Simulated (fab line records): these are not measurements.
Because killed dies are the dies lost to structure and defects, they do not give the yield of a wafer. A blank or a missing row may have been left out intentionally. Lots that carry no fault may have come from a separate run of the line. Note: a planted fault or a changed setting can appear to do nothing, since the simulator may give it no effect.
Matching of chambers :: flow n5Finfet :: N5_MOL_CONTACT_COAG_ETCH_67 on rieDiel-02: 4 sister chambers
The step etches SOC in N2/H2, target depth 60 nm, overetch 21 nm, time 101.2 s. 4 wafers are shown with their chamber, then 10 later ones without.

## EACH WAFER AND ITS CHAMBER
wafer: L084.1
chamber: 3
showerheadPlenumPTorr (Torr): 2.67

wafer: L087.5
chamber: 1
showerheadPlenumPTorr (Torr): 2.42

wafer: L090.2
chamber: 2
showerheadPlenumPTorr (Torr): 2.49

wafer: L090.4
chamber: 0
showerheadPlenumPTorr (Torr): 2.52

## WAFERS WITHOUT THEIR CHAMBER
wafer: L090.6
showerheadPlenumPTorr (Torr): 2.66

wafer: L094.3
showerheadPlenumPTorr (Torr): 2.52

wafer: L094.4
showerheadPlenumPTorr (Torr): 2.42

wafer: L094.5
showerheadPlenumPTorr (Torr): 2.66

wafer: L095.2
showerheadPlenumPTorr (Torr): 2.66

wafer: L095.3
showerheadPlenumPTorr (Torr): 2.49

wafer: L095.5
showerheadPlenumPTorr (Torr): 2.42

wafer: L096.2
showerheadPlenumPTorr (Torr): 2.42

wafer: L096.4
showerheadPlenumPTorr (Torr): 2.65

wafer: L096.6
showerheadPlenumPTorr (Torr): 2.65

## THE CHAMBER EACH PASSED THROUGH
wafer: L090.6
from the rows above: 3
in truth: 3

wafer: L094.3
from the rows above: 0
in truth: 0

wafer: L094.4
from the rows above: 1
in truth: 1

wafer: L094.5
from the rows above: 3
in truth: 3

wafer: L095.2
from the rows above: 3
in truth: 3

wafer: L095.3
from the rows above: 2
in truth: 2

wafer: L095.5
from the rows above: 1
in truth: 1

wafer: L096.2
from the rows above: 1
in truth: 1

wafer: L096.4
from the rows above: 3
in truth: 3

wafer: L096.6
from the rows above: 3
in truth: 3
Placed correctly: 10 of 10. Can't be placed from these rows: 0. Placed wrongly: 0.
How it was worked out, from the rows above alone: a wafer's distance from a chamber is the root of the sum, over the readings, of the square of ((its reading less the chamber's mean) divided by the reading's scatter). If the next closest chamber is less than 2 further off than the closest, the wafer can't be placed; otherwise it belongs to the closest. For every chamber, the mean is computed from those of its wafers that are shown. The scatter: root of mean squared gap, hidden wafer to nearest shown wafer, with one shown wafer a chamber.
